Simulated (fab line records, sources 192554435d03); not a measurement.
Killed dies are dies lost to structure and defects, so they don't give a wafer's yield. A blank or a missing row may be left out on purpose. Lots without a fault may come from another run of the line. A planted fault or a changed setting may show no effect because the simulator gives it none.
Chamber matching | flow n5_finfet | N5_BEOL_M4_ILD_DEP_00 on pecvd-01: 3 sister chambers
The step deposits SiOC from DEMS/O2, target thk 79 nm, time 15.3 s. 24 wafers are shown with their chamber, then 12 later ones without.

WAFERS WITH THEIR CHAMBER
wafer  | chamber | heater_power_w (W) | heater_power_outer_w (W) | throttle_valve_pct (%)
L076.1 | 0       | 427                | 249                      | 11.5
L076.4 | 1       | 451                | 238                      | 12.2
L076.6 | 0       | 421                | 265                      | 11.8
L077.1 | 0       | 432                | 275                      | 11.7
L077.4 | 1       | 477                | 261                      | 12.3
L077.5 | 2       | 575                | 322                      | 12.3
L080.2 | 0       | 430                | 263                      | 11.5
L080.4 | 1       | 489                | 279                      | 12.1
L080.5 | 2       | 581                | 312                      | 12.2
L082.1 | 1       | 490                | 264                      | 12.2
L082.4 | 1       | 486                | 271                      | 12.1
L082.5 | 1       | 473                | 270                      | 12.1
L081.1 | 1       | 468                | 265                      | 12.1
L081.4 | 0       | 478                | 296                      | 11.8
L081.5 | 1       | 492                | 269                      | 12.5
L087.1 | 2       | 533                | 285                      | 11.1
L087.4 | 2       | 532                | 300                      | 11.2
L087.6 | 2       | 538                | 297                      | 11.1
L086.3 | 1       | 488                | 283                      | 12.2
L086.4 | 1       | 508                | 278                      | 12.4
L086.6 | 2       | 617                | 335                      | 10.9
L092.2 | 2       | 640                | 362                      | 11.0
L092.4 | 1       | 482                | 265                      | 11.9
L092.5 | 2       | 640                | 367                      | 11.1

SIGNATURES (means of the wafers above)
reading              | chamber 0 | chamber 1 | chamber 2 | scatter within a chamber
heater_power_w       | 437.60    | 482.18    | 582.00    | 30.2
heater_power_outer_w | 269.60    | 267.55    | 322.50    | 20.7
throttle_valve_pct   | 11.660    | 12.191    | 11.363    | 0.346
Rule: a wafer's distance from a chamber is the root of the sum, over the readings, of the square of ((its reading less the chamber's mean) divided by the reading's scatter). The wafer belongs to the nearest chamber; if the next one is less than 2 further off, it can't be placed. The scatter: the root of (the sum of the squares of (reading less its chamber's mean) over the shown wafers, divided by (wafers less chambers)).

WAFERS WITHOUT THEIR CHAMBER
wafer  | heater_power_w (W) | heater_power_outer_w (W) | throttle_valve_pct (%)
L093.2 | 479                | 290                      | 11.8
L093.3 | 553                | 305                      | 11.2
L093.5 | 556                | 299                      | 11.1
L095.1 | 575                | 330                      | 11.3
L095.3 | 466                | 251                      | 12.2
L095.6 | 593                | 326                      | 11.0
L096.2 | 546                | 301                      | 11.2
L096.3 | 488                | 272                      | 12.3
L096.5 | 548                | 295                      | 11.2
L097.1 | 425                | 223                      | 11.9
L097.2 | 613                | 342                      | 11.4
L097.3 | 474                | 278                      | 11.6

WHICH CHAMBER EACH WENT THROUGH
wafer  | from the rows above     | in truth
L093.2 | can't be placed: 1 or 0 | 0
L093.3 | 2                       | 2
L093.5 | 2                       | 2
L095.1 | 2                       | 2
L095.3 | can't be placed: 1 or 0 | 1
L095.6 | 2                       | 2
L096.2 | 2                       | 2
L096.3 | 1                       | 1
L096.5 | 2                       | 2
L097.1 | can't be placed: 0 or 1 | 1
L097.2 | 2                       | 2
L097.3 | can't be placed: 0 or 1 | 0
Placed correctly: 8 of 12. Can't be placed from these rows: 4 (the true chamber is among the candidates in 4). Placed wrongly: 0.
